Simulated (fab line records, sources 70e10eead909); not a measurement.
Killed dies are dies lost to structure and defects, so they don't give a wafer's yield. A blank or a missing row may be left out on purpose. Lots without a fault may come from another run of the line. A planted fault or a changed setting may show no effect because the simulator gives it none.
Which tool did it? | flow nand_harc | 23 lots, 69 wafers sampled, at 2 steps of a route of 1302

WHAT THE GAUGES READ, wafer by wafer
NHARC_A_ONON_D2_THK_MEAS_34: measures by ellipsometry.
lot  | measured     | on            | thk_nm (nm)
L074 | day 13 14:00 | film_metro-01 | 197.8 199.1 198.2
L075 | day 13 14:01 | film_metro-02 | 199.2 199.8 198.3
L076 | day 14 03:32 | film_metro-01 | 200.1 202.9 206.6
L077 | day 14 15:20 | film_metro-01 | 196.9 198.2 201.6
L078 | day 14 20:25 | film_metro-01 | 199.0 196.9 199.9
L079 | day 15 05:26 | film_metro-02 | 199.9 201.5 197.6
L080 | day 15 15:06 | film_metro-01 | 196.5 193.9 198.8
L081 | day 16 00:47 | film_metro-02 | 195.6 197.8 200.8
L082 | day 16 11:19 | film_metro-02 | 198.4 196.4 196.5
L083 | day 16 11:36 | film_metro-02 | 198.7 197.6 201.7
L084 | day 17 12:19 | film_metro-01 | 200.1 198.2 202.2
L085 | day 17 12:20 | film_metro-02 | 196.9 199.1 204.1
L086 | day 18 02:20 | film_metro-01 | 197.5 200.9 200.2
L087 | day 18 23:05 | film_metro-01 | 193.2 195.7 200.8
L088 | day 19 09:46 | film_metro-01 | 201.3 201.4 204.0
L089 | day 19 09:34 | film_metro-02 | 197.0 197.1 197.3
L091 | day 20 01:56 | film_metro-01 | 198.0 200.7 203.4
L090 | day 20 01:56 | film_metro-02 | 195.6 197.3 204.5
L093 | day 21 10:10 | film_metro-02 | 197.7 197.0 200.6
L092 | day 21 10:09 | film_metro-01 | 201.1 200.9 205.7
L095 | day 21 10:25 | film_metro-02 | 199.3 200.2 200.2
L096 | day 21 17:03 | film_metro-02 | 195.4 194.1 200.1
L097 | day 22 15:29 | film_metro-01 | 198.4 200.8 201.3

WHICH TOOL RAN EACH LOT (tool, then ch and the chambers of the sampled wafers, then the start)
lot  | NHARC_A_DECK1_JOINT_CMP_02
L074 | cmp-02 ch 0,2,3, day 12 23:42
L075 | cmp-01 ch 1,3, day 12 23:43
L076 | cmp-03 ch 1,2,3, day 13 10:36
L077 | cmp-01 ch 0,2,3, day 13 19:43
L078 | cmp-02 ch 1,2,3, day 14 06:06
L079 | cmp-01 ch 1,2,3, day 14 14:31
L080 | cmp-03 ch 0,2, day 15 00:47
L081 | cmp-03 ch 2,3, day 15 10:38
L082 | cmp-01 ch 0,1,2, day 15 21:39
L083 | cmp-03 ch 0,1,3, day 15 21:40
L084 | cmp-03 ch 1,2,3, day 16 22:42
L085 | cmp-03 ch 0,1,3, day 16 22:53
L086 | cmp-01 ch 0,1,2, day 17 12:19
L087 | cmp-02 ch 0,1,3, day 18 08:47
L088 | cmp-01 ch 0,3, day 18 17:46
L089 | cmp-03 ch 0,2,3, day 18 17:47
L091 | cmp-02 ch 0,1,3, day 19 12:19
L090 | cmp-03 ch 0,1,2, day 19 12:20
L093 | cmp-03 ch 1,2,3, day 20 20:08
L092 | cmp-01 ch 0,2,3, day 20 20:10
L095 | cmp-03 ch 0,2, day 20 20:55
L096 | cmp-02 ch 0,3, day 21 02:38
L097 | cmp-01 ch 0,1,3, day 22 01:46
- NHARC_A_DECK1_JOINT_CMP_02: polishes SiOx.

WHAT THE TOOLS THEMSELVES READ (means of the sampled wafers that have a number; where no wafer has one, the mark that the record gives instead)
NHARC_A_DECK1_JOINT_CMP_02.
lot  | tool   | motor_current_A (A)
L074 | cmp-02 | 12.2
L075 | cmp-01 | 11.1
L076 | cmp-03 | 12.4
L077 | cmp-01 | 12.3
L078 | cmp-02 | 12.8
L079 | cmp-01 | 12.1
L080 | cmp-03 | 13.2
L081 | cmp-03 | 12.3
L082 | cmp-01 | 12.6
L083 | cmp-03 | 12.0
L084 | cmp-03 | 12.1
L085 | cmp-03 | 11.9
L086 | cmp-01 | 13.0
L087 | cmp-02 | 11.7
L088 | cmp-01 | 11.2
L089 | cmp-03 | 12.8
L091 | cmp-02 | 11.4
L090 | cmp-03 | 13.1
L093 | cmp-03 | 12.3
L092 | cmp-01 | 12.2
L095 | cmp-03 | 14.4
L096 | cmp-02 | 12.5
L097 | cmp-01 | 11.6

THE ANSWER, worked out from the rows above alone
Rule: what is usual is taken from the lots themselves. Put in order of their means at a reading, lots are off if they are a third of the lots or fewer, leave a main group of 4 or more, and stand apart from it by a gap of 3 or more times the standard deviation of the main group's means; of several such gaps the widest counts. A main group whose means are all the same, to the digits that the tables above print for the reading, isn't used. A lot without any number at a reading at which 4 lots or more have one is off too. The other lots that the step has rows for count as sound. The gauges are gone through in route order, then the tools' own readings, and for those a lot's mean is taken as printed above. The first step at which some lot is off is used, and at that step the reading that is off furthest; a lot without a number counts as furthest.
No lot is off at any reading shown: from this, nothing can be told.

WHAT THE SIMULATOR HAD PUT IN
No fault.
